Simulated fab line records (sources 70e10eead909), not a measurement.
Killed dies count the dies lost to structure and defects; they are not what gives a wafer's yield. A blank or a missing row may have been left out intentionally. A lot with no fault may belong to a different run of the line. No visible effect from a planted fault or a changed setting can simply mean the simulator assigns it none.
Chamber matching | flow nand harc | NHARC_A_STAIRCASE_DEP_417 on pecvd-02: 3 sister chambers
The step deposits Si3N4, target thk 60 nm. 6 wafers are shown with their chamber, then 9 later ones without.

## WAFERS WITH THEIR CHAMBER
wafer  | chamber | heater power w (W)
L087.5 | 2       | 714
L089.2 | 1       | 519
L089.3 | 2       | 711
L094.3 | 0       | 553
L094.4 | 0       | 568
L094.5 | 1       | 553

## WAFERS MISSING THEIR CHAMBER
wafer  | heater power w (W)
L095.3 | 592
L095.4 | 602
L095.6 | 540
L095.1 | 713
L095.2 | 530
L095.5 | 736
L096.1 | 503
L096.2 | 658
L096.3 | 664

## CHAMBER TAKEN BY EACH
wafer  | from the rows above     | in truth
L095.3 | can't be placed: 0 or 1 | 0
L095.4 | can't be placed: 0 or 1 | 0
L095.6 | can't be placed: 1 or 0 | 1
L095.1 | 2                       | 2
L095.2 | can't be placed: 1 or 0 | 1
L095.5 | 2                       | 2
L096.1 | can't be placed: 1 or 0 | 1
L096.2 | 2                       | 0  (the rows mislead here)
L096.3 | 2                       | 2
Correct placement for 3 of the 9. Cannot be placed on the basis of these rows: 5; the candidates contain the true chamber in 5. Placed wrongly: 1.
How it was worked out, from the rows above alone: a wafer's distance from a chamber is the root of the sum, over the readings, of the square of ((its reading less the chamber's mean) divided by the reading's scatter). If the next closest chamber is less than 2 further off than the closest, the wafer can't be placed; otherwise it belongs to the closest. For every chamber, the mean is computed from those of its wafers that are shown. How the scatter is found: for the shown wafers, subtract from each reading the mean of its chamber, square and add these, divide the total by (wafers less chambers), then take the root.
